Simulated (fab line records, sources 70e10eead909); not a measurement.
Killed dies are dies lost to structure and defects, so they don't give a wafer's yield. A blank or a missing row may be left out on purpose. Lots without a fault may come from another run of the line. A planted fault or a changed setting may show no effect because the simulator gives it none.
Which tool did it? | flow nand_harc | 12 lots, 36 wafers sampled, at 4 steps of a route of 1302

WHAT THE GAUGES READ, wafer by wafer
The record holds no reading of a measuring or inspecting step that can be judged against a usual standard deviation.

WHICH TOOL RAN EACH LOT (tool, then ch and the chambers of the sampled wafers, then the start)
lot  | NHARC_A_SLIT_ETCH_24               | NHARC_A_WL_FILL_ALD_00           | NHARC_A_WL_FILL_ALD_02              | NHARC_A_WL_FILL_ALD_10
L408 | rie_diel-04 ch 0,3, day 20 04:28   | ald_hk-02 ch 0,3, day 20 17:23   | ald_metal-01 ch 2,3, day 20 17:53   | ald_hk-02 ch 1,3, day 21 03:59
L409 | rie_diel-10 ch 0,1,3, day 20 04:37 | ald_hk-04 ch 1,2, day 20 17:23   | ald_metal-04 ch 1,3, day 20 17:55   | ald_hk-03 ch 2,3, day 21 00:58
L407 | rie_diel-05 ch 0,1,3, day 20 06:12 | ald_hk-03 ch 1,2,3, day 20 21:12 | ald_metal-03 ch 0,1,3, day 20 21:39 | ald_hk-03 ch 0,1,2, day 21 05:39
L410 | rie_diel-10 ch 0,1, day 21 02:52   | ald_hk-04 ch 1,2, day 21 18:47   | ald_metal-04 ch 0,1, day 21 19:16   | ald_hk-02 ch 1,2, day 22 01:08
L413 | rie_diel-05 ch 0,1,2, day 21 15:30 | ald_hk-03 ch 1,2,3, day 22 04:29 | ald_metal-03 ch 0,1,2, day 22 05:01 | ald_hk-03 ch 0,1,3, day 22 14:34
L412 | rie_diel-04 ch 2,3, day 21 17:00   | ald_hk-02 ch 1,2, day 22 04:30   | ald_metal-04 ch 0,2, day 22 05:01   | ald_hk-04 ch 0,2, day 22 13:30
L414 | rie_diel-10 ch 1,3, day 22 12:45   | ald_hk-03 ch 0,2, day 23 01:53   | ald_metal-04 ch 1,3, day 23 02:21   | ald_hk-03 ch 2,3, day 23 08:55
L416 | rie_diel-10 ch 0,1, day 23 13:09   | ald_hk-04 ch 0,1,2, day 24 04:56 | ald_metal-01 ch 0,3, day 24 05:20   | ald_hk-04 ch 0,1, day 24 11:25
L424 | rie_diel-10 ch 0,2,3, day 27 06:26 | ald_hk-04 ch 0,2,3, day 27 19:32 | ald_metal-01 ch 0,3, day 27 19:58   | ald_hk-04 ch 0,1,2, day 28 03:23
L425 | rie_diel-05 ch 0,1,2, day 27 18:20 | ald_hk-04 ch 0,1,3, day 28 08:29 | ald_metal-03 ch 1,2,3, day 28 08:56 | ald_hk-03 ch 0,2,3, day 28 17:02
L430 | rie_diel-05 ch 1,2, day 28 17:21   | ald_hk-02 ch 0,2,3, day 29 06:42 | ald_metal-01 ch 0,1,3, day 29 07:10 | ald_hk-04 ch 0,2,3, day 29 13:52
L429 | rie_diel-10 ch 0,1,3, day 28 18:40 | ald_hk-02 ch 1,2, day 29 06:34   | ald_metal-03 ch 1,2, day 29 07:03   | ald_hk-02 ch 2,3, day 29 13:51
- NHARC_A_SLIT_ETCH_24: etches the open film in CF4/CHF3, target depth 121 nm, time 60.5 s.
- NHARC_A_WL_FILL_ALD_00: deposits Al2O3, target thk 3 nm, pulse time 3 s, ald cycles 30.
- NHARC_A_WL_FILL_ALD_02: deposits TiN, target thk 2 nm, pulse time 3 s, ald cycles 100.
- NHARC_A_WL_FILL_ALD_10: deposits SiO2, target thk 50 nm, pulse time 10 s, ald cycles 500.

WHAT THE TOOLS THEMSELVES READ (means of the sampled wafers that have a number; where no wafer has one, the mark that the record gives instead)
NHARC_A_SLIT_ETCH_24.
lot  | tool        | drypump_motor_current_A (A) | oes_product_au (a.u.) | rf_vpp_V (V) | showerhead_plenum_p_Torr (Torr) | throttle_valve_pct (%)
L408 | rie_diel-04 | 5.9                         | 0.970                 | 370.2        | 1.55                            | 16.803
L409 | rie_diel-10 | 5.6                         | 0.953                 | 371.3        | 1.56                            | 16.805
L407 | rie_diel-05 | 5.8                         | 0.957                 | 370.3        | 1.57                            | 16.795
L410 | rie_diel-10 | 5.4                         | 0.954                 | 368.0        | 1.50                            | 16.802
L413 | rie_diel-05 | 6.1                         | 0.951                 | 371.4        | 1.61                            | 16.796
L412 | rie_diel-04 | 6.0                         | 0.969                 | 370.7        | 1.58                            | 16.813
L414 | rie_diel-10 | 5.5                         | 0.962                 | 370.5        | 1.58                            | 16.809
L416 | rie_diel-10 | 5.3                         | 0.949                 | 369.2        | 1.52                            | 16.802
L424 | rie_diel-10 | 5.6                         | 0.927                 | 371.1        | 1.59                            | 16.798
L425 | rie_diel-05 | 6.0                         | 0.921                 | 373.1        | 1.61                            | 16.798
L430 | rie_diel-05 | 6.4                         | 0.946                 | 372.3        | 1.63                            | 16.808
L429 | rie_diel-10 | 5.5                         | 0.960                 | 370.2        | 1.56                            | 16.801

NHARC_A_WL_FILL_ALD_00.
lot  | tool      | heater_power_w (W) | precursor_pulse_height_rel
L408 | ald_hk-02 | 472                | 1.004
L409 | ald_hk-04 | 430                | 1.010
L407 | ald_hk-03 | 428                | 1.014
L410 | ald_hk-04 | 422                | 0.999
L413 | ald_hk-03 | 434                | 0.997
L412 | ald_hk-02 | 428                | 0.996
L414 | ald_hk-03 | 448                | 1.012
L416 | ald_hk-04 | 419                | 0.990
L424 | ald_hk-04 | 460                | 1.000
L425 | ald_hk-04 | 439                | 0.983
L430 | ald_hk-02 | 468                | 0.989
L429 | ald_hk-02 | 424                | 1.016

NHARC_A_WL_FILL_ALD_02.
lot  | tool         | heater_power_w (W) | precursor_pulse_height_rel
L408 | ald_metal-01 | 1141               | 0.997
L409 | ald_metal-04 | 1200               | 1.014
L407 | ald_metal-03 | 1133               | 0.991
L410 | ald_metal-04 | 1277               | 1.016
L413 | ald_metal-03 | 1076               | 1.007
L412 | ald_metal-04 | 1227               | 0.990
L414 | ald_metal-04 | 1073               | 1.003
L416 | ald_metal-01 | 1056               | 1.021
L424 | ald_metal-01 | 1046               | 0.982
L425 | ald_metal-03 | 1055               | 1.008
L430 | ald_metal-01 | 1017               | 0.996
L429 | ald_metal-03 | 1036               | 1.002

NHARC_A_WL_FILL_ALD_10.
lot  | tool      | heater_power_w (W) | precursor_pulse_height_rel
L408 | ald_hk-02 | 466                | 0.984
L409 | ald_hk-03 | 421                | 1.006
L407 | ald_hk-03 | 458                | 0.991
L410 | ald_hk-02 | 430                | 0.988
L413 | ald_hk-03 | 441                | 0.979
L412 | ald_hk-04 | 423                | 1.005
L414 | ald_hk-03 | 402                | 0.977
L416 | ald_hk-04 | 413                | 0.992
L424 | ald_hk-04 | 425                | 0.994
L425 | ald_hk-03 | 423                | 1.016
L430 | ald_hk-04 | 464                | 1.013
L429 | ald_hk-02 | 461                | 0.991

THE ANSWER, worked out from the rows above alone
Rule: what is usual is taken from the lots themselves. Put in order of their means at a reading, lots are off if they are a third of the lots or fewer, leave a main group of 4 or more, and stand apart from it by a gap of 3 or more times the standard deviation of the main group's means; of several such gaps the widest counts. A main group whose means are all the same, to the digits that the tables above print for the reading, isn't used. A lot without any number at a reading at which 4 lots or more have one is off too. The other lots that the step has rows for count as sound. The gauges are gone through in route order, then the tools' own readings, and for those a lot's mean is taken as printed above. The first step at which some lot is off is used, and at that step the reading that is off furthest; a lot without a number counts as furthest.
No lot is off at any reading shown: from this, nothing can be told.

WHAT THE SIMULATOR HAD PUT IN
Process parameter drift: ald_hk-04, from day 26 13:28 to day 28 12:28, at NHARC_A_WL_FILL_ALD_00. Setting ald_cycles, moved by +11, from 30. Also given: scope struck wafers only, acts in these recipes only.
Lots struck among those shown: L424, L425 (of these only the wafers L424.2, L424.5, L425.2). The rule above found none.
